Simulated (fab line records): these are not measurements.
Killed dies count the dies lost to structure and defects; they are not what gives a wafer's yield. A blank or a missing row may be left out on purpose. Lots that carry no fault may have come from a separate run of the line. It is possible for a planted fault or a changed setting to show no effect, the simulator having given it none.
Code-filled problem report in 8D (eight disciplines) form	flow n5-finfet	the parts of the form that need people (team, actions taken, sign-off) are left out

## 1. THE ISSUE
At N5_GATE_CUT_ETCH_19, etch-rf-on-time-s averages 59.6 s over 2 wafers from 2 lots, while fault-free wafers read 77.1 s, standard deviation 1.4. Relative to the usual mean, that is a shift of -12 standard deviations.
The step: etches SiNx in CH3F/O2, target depth 53.7 nm, time 76.7 s.
The first sign was on wafer L580.5 at day 6 18:19, on rie-diel-02. The record has a number at this step for 24 wafers belonging to 8 lots. The rule behind "out" and "out of limits": a value lying over 4 standard deviations away from the usual mean. All remaining wafers that have a number are taken as sound.

## 2. WHAT IT IS AND WHAT IT IS NOT
question	is	is not
which readings at this step	etch-rf-on-time-s	CH3F_flow_sccm, chamber-pressure-mTorr, drypump-motor-current-A, oes-product-au, rf-vpp-V, showerhead-plenum-p-Torr, throttle-valve-pct
which lots	L580, L581	L574, L585, L587, L590, L592, L594
which wafers of those lots	L580.5, L581.2	L580.1, L580.6, L581.1, L581.4
read on which tools	rie-diel-02	rie-diel-01, rie-diel-03
when	from day 6 18:19	up to then (5 sound wafers); but 17 sound wafers of L581, L585, L587, L590, L592, L594 came after

## 3. THE SUSPECTS, EACH WITH WHAT RULES IT OUT
Counting: any tool at a process step up to the reading remains a suspect provided it ran every lot that is out. Sound lots after the first of them don't rule it out here, since some wafers of a struck lot are sound.
- rie-diel-02 at N5_GATE_CUT_ETCH_36 (etches SiARC in CF4, target depth 13 nm, time 21.7 s): kept. It ran every lot that is out, first L580 (day 6 18:05); its last sound lot up to then is L574 (day 5 06:33).
- rie-diel-02 at N5_GATE_CUT_STRIP_41 (strips in CF4): kept. It ran every lot that is out, first L580 (day 6 18:16); its last sound lot up to then is L574 (day 5 06:43).
- rie-diel-02 at N5_GATE_CUT_ETCH_19 (etches SiNx in CH3F/O2, target depth 53.7 nm, time 76.7 s): kept. It ran every lot that is out, first L580 (day 6 18:19); its last sound lot up to then is L574 (day 5 06:47). Its own etch-rf-on-time-s readings are out on those wafers.
Still standing after the count: rie-diel-02 at N5_GATE_CUT_ETCH_36, rie-diel-02 at N5_GATE_CUT_STRIP_41, rie-diel-02 at N5_GATE_CUT_ETCH_19.

## 4. THE CAUSE (what the simulator had put in)
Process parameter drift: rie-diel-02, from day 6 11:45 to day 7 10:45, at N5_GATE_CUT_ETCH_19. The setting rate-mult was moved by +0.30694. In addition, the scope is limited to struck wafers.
After counting, 3 suspects remain, this tool included.

## 5. SEQUENCE OF EFFECTS, ordered by route
Each row: a reading whose mean over the struck wafers that have a number lies more than 3 standard deviations from the usual. Readings are gone through only where the record gives a usual standard deviation; hours: the median, over the lots, of the time from a lot's start at the first step in this table giving one to that lot's start at this step; sigmas: the change measured in usual standard deviations.
hours	step	reading	usual	on struck wafers	change	sigmas
0	N5_GATE_CUT_ETCH_19	etch-rf-on-time-s	77.1 s	59.6	-17.4	-12
It contains these process steps:
- N5_GATE_CUT_ETCH_19: etches SiNx in CH3F/O2, target depth 53.7 nm, time 76.7 s.
At these later measuring or inspecting steps, every struck wafer for which the step has a row has a number for every such reading, and none has moved that far: N5_BEOL_M4_RC_MEAS_101.

## 6. WHAT WOULD HAVE CAUGHT IT SOONER
First out-of-limits reading in this record: day 6 18:19, which is 7 hours after fault onset at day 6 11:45.
